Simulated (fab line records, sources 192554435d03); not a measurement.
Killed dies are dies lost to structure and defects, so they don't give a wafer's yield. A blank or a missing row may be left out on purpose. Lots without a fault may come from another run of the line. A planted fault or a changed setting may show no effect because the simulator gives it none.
Chamber matching | flow n5_finfet | N5_BEOL_M1_STRIP_36 on rie_diel-03: 4 sister chambers
The step strips in N2/H2. 4 wafers are shown with their chamber, then 9 later ones without.

WAFERS WITH THEIR CHAMBER
wafer  | chamber | showerhead_plenum_p_Torr (Torr)
L086.2 | 2       | 2.39
L087.1 | 0       | 2.48
L087.4 | 3       | 2.71
L087.6 | 1       | 2.61

WAFERS WITHOUT THEIR CHAMBER
wafer  | showerhead_plenum_p_Torr (Torr)
L089.2 | 2.47
L089.3 | 2.61
L089.5 | 2.71
L090.2 | 2.61
L090.3 | 2.71
L090.6 | 2.61
L092.1 | 2.47
L092.2 | 2.71
L092.6 | 2.60

WHICH CHAMBER EACH WENT THROUGH
wafer  | from the rows above | in truth
L089.2 | 0                   | 0
L089.3 | 1                   | 1
L089.5 | 3                   | 3
L090.2 | 1                   | 1
L090.3 | 3                   | 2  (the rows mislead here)
L090.6 | 1                   | 1
L092.1 | 0                   | 0
L092.2 | 3                   | 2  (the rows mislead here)
L092.6 | 1                   | 1
Placed correctly: 7 of 9. Can't be placed from these rows: 0. Placed wrongly: 2.
How it was worked out, from the rows above alone: a wafer's distance from a chamber is the root of the sum, over the readings, of the square of ((its reading less the chamber's mean) divided by the reading's scatter). The wafer belongs to the nearest chamber; if the next one is less than 2 further off, it can't be placed. A chamber's mean is the mean of its shown wafers. The scatter: with one shown wafer a chamber, the root of the mean of the squares of how far each hidden wafer lies from its nearest shown one.
